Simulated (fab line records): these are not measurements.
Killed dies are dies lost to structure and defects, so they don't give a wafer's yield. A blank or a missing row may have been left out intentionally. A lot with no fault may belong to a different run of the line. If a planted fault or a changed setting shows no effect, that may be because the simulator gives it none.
Chamber matching || flow n5_finfet || rie_si-04 running N5_FIN_SAQP_MANDREL2_REMOVE_60: 4 sister chambers
The step chemistry HBr/Cl2/O2, target a-Si, stops on SiNx, bt time 10 s. 7 wafers are shown with their chamber, then 7 later ones without.

== WAFERS, EACH WITH ITS CHAMBER ==
{"wafer": "L085.1", "chamber": 3, "drypump_motor_current_A (A)": 5.7, "oes_product_au (a.u.)": 1.012}
{"wafer": "L085.6", "chamber": 2, "drypump_motor_current_A (A)": 5.2, "oes_product_au (a.u.)": 0.984}
{"wafer": "L087.1", "chamber": 0, "drypump_motor_current_A (A)": 6.4, "oes_product_au (a.u.)": 0.996}
{"wafer": "L087.4", "chamber": 2, "drypump_motor_current_A (A)": 5.2, "oes_product_au (a.u.)": 0.977}
{"wafer": "L087.6", "chamber": 3, "drypump_motor_current_A (A)": 5.8, "oes_product_au (a.u.)": 1.008}
{"wafer": "L091.4", "chamber": 1, "drypump_motor_current_A (A)": 5.9, "oes_product_au (a.u.)": 1.004}
{"wafer": "L091.5", "chamber": 0, "drypump_motor_current_A (A)": 6.4, "oes_product_au (a.u.)": 0.996}

== WAFERS WITHOUT THEIR CHAMBER ==
{"wafer": "L091.6", "drypump_motor_current_A (A)": 5.9, "oes_product_au (a.u.)": 1.005}
{"wafer": "L092.2", "drypump_motor_current_A (A)": 5.9, "oes_product_au (a.u.)": 0.999}
{"wafer": "L092.3", "drypump_motor_current_A (A)": 5.8, "oes_product_au (a.u.)": 1.011}
{"wafer": "L092.5", "drypump_motor_current_A (A)": 5.2, "oes_product_au (a.u.)": 0.991}
{"wafer": "L094.1", "drypump_motor_current_A (A)": 5.2, "oes_product_au (a.u.)": 0.990}
{"wafer": "L094.3", "drypump_motor_current_A (A)": 5.9, "oes_product_au (a.u.)": 1.001}
{"wafer": "L094.5", "drypump_motor_current_A (A)": 5.8, "oes_product_au (a.u.)": 1.002}

== WHICH CHAMBER EACH WENT THROUGH ==
{"wafer": "L091.6", "from the rows above": 1, "in truth": 1}
{"wafer": "L092.2", "from the rows above": 1, "in truth": 1}
{"wafer": "L092.3", "from the rows above": "can't be placed: 3 or 1", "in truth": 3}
{"wafer": "L092.5", "from the rows above": 2, "in truth": 2}
{"wafer": "L094.1", "from the rows above": 2, "in truth": 2}
{"wafer": "L094.3", "from the rows above": 1, "in truth": 1}
{"wafer": "L094.5", "from the rows above": "can't be placed: 1 or 3", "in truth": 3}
Correctly placed: 5 of 7. From these rows, 2 cannot be placed; in 2 the true chamber is one of the candidates. Placed wrongly: 0.
How it was worked out, from the rows above alone: a wafer's distance from a chamber is the root of the sum, over the readings, of the square of ((its reading less the chamber's mean) divided by the reading's scatter). The wafer belongs to the nearest chamber; if the next one is less than 2 further off, it can't be placed. The mean given for a chamber averages the wafers shown for that chamber. The scatter is the square root of a quotient: the sum, over the shown wafers, of each reading's squared deviation from its chamber's mean, divided by wafers minus chambers.
